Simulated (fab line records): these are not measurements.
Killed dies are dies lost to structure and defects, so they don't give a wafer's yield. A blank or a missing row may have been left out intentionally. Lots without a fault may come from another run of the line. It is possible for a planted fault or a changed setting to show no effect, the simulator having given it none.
Chamber matching ; flow n5Finfet ; 4 sister chambers for N5_BEOL_M1_ALD_98 on aldSin-01
The step deposits SiO2, target thk 2.5 nm, pulse time 1 s, co reactant pulse time 1 s. 4 wafers are shown with their chamber, then 9 later ones without.

## WAFERS, EACH WITH ITS CHAMBER
wafer;chamber;heaterPowerW (W)
L079.5;2;83
L086.1;3;78
L086.2;0;72
L086.3;1;74

## WAFERS WITH NO CHAMBER GIVEN
wafer;heaterPowerW (W)
L092.2;77
L092.3;75
L092.5;76
L095.1;74
L095.2;78
L095.3;85
L096.1;78
L096.2;84
L096.6;76

## WHICH CHAMBER EACH ONE RAN IN
wafer;from the rows above;in truth
L092.2;can't be placed: 3 or 1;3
L092.3;can't be placed: 1 or 0 or 3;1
L092.5;can't be placed: 1 or 3 or 0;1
L095.1;can't be placed: 1 or 0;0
L095.2;3;3
L095.3;2;2
L096.1;3;3
L096.2;2;2
L096.6;can't be placed: 1 or 3 or 0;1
Correct placement for 4 of the 9. These rows do not allow placing 5 (true chamber among the candidates in 5). Number placed wrongly: 0.
How it was worked out, from the rows above alone: a wafer's distance from a chamber is the root of the sum, over the readings, of the square of ((its reading less the chamber's mean) divided by the reading's scatter). If the next closest chamber is less than 2 further off than the closest, the wafer can't be placed; otherwise it belongs to the closest. A chamber's mean is the mean of its shown wafers. The scatter: with one shown wafer a chamber, the root of the mean of the squares of how far each hidden wafer lies from its nearest shown one.
